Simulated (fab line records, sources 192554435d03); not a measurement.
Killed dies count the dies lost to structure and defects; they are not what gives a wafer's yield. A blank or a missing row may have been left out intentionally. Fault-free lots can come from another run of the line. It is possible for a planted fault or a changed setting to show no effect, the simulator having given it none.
Which tool is to blame? | flow n5 finfet | 12 lots with 36 wafers sampled at 2 steps, on a route of 1938 steps

== WHAT EACH GAUGE READ, for each wafer ==
N5_STI_FIN_REVEAL_THK_MEAS_05.
lot  | measured    | on            | thk nm (nm)
L075 | day 2 14:46 | film metro-02 | 132.4 131.6 132.8
L077 | day 3 04:31 | film metro-02 | 130.0 131.5 132.6
L079 | day 3 15:01 | film metro-02 | 130.6 130.4 132.4
L081 | day 4 02:39 | film metro-02 | 131.3 131.3 131.9
L083 | day 4 14:45 | film metro-01 | 131.1 131.8 131.5
L085 | day 5 05:40 | film metro-01 | 133.2 133.3 131.8
L087 | day 5 16:55 | film metro-02 | 130.1 133.6 132.5
L089 | day 6 07:53 | film metro-02 | 132.5 132.4 132.6
L091 | day 6 16:56 | film metro-01 | 131.9 132.0 131.2
L093 | day 7 06:34 | film metro-02 | 131.4 132.1 131.0
L095 | day 7 17:59 | film metro-01 | 131.8 130.4 132.2
L097 | day 8 04:20 | film metro-02 | 130.9 131.4 133.0

== TOOL THAT RAN EACH LOT (tool first, then ch and the chambers of the sampled wafers, then the start) ==
lot  | N5_FIN_CUT_CUT_ETCH_26
L075 | rie diel-06 ch 0,1,3, day 2 08:47
L077 | rie diel-04 ch 0,1, day 2 22:10
L079 | rie diel-04 ch 0,2,3, day 3 09:07
L081 | rie diel-04 ch 2,3, day 3 20:44
L083 | rie diel-06 ch 1,2,3, day 4 08:51
L085 | rie diel-04 ch 1,2,3, day 4 21:20
L087 | rie diel-06 ch 2,3, day 5 10:40
L089 | rie diel-06 ch 2,3, day 6 01:31
L091 | rie diel-06 ch 1,2, day 6 10:34
L093 | rie diel-04 ch 1,2,3, day 7 00:35
L095 | rie diel-04 ch 0,1,2, day 7 12:05
L097 | rie diel-04 ch 2,3, day 7 22:05
- N5_FIN_CUT_CUT_ETCH_26: etches SiNx in CH3F/O2, target depth 39 nm, time 55.7 s.

== THE ANSWER, worked out from the rows above alone ==
Rule: the usual values come from the lots themselves. Put in order of their means at a reading, lots are off if they are a third of the lots or fewer, leave a main group of 4 or more, and stand apart from it by a gap of 3 or more times the standard deviation of the main group's means; of several such gaps the widest counts. The tables above print the reading to a certain number of digits; a main group whose means all agree to those digits is not used. A lot without any number at a reading at which 4 lots or more have one is off too. The other lots that the step has rows for count as sound.
None of the lots is off at any reading shown; this tells nothing.

== WHAT THE SIMULATOR HAD INSERTED ==
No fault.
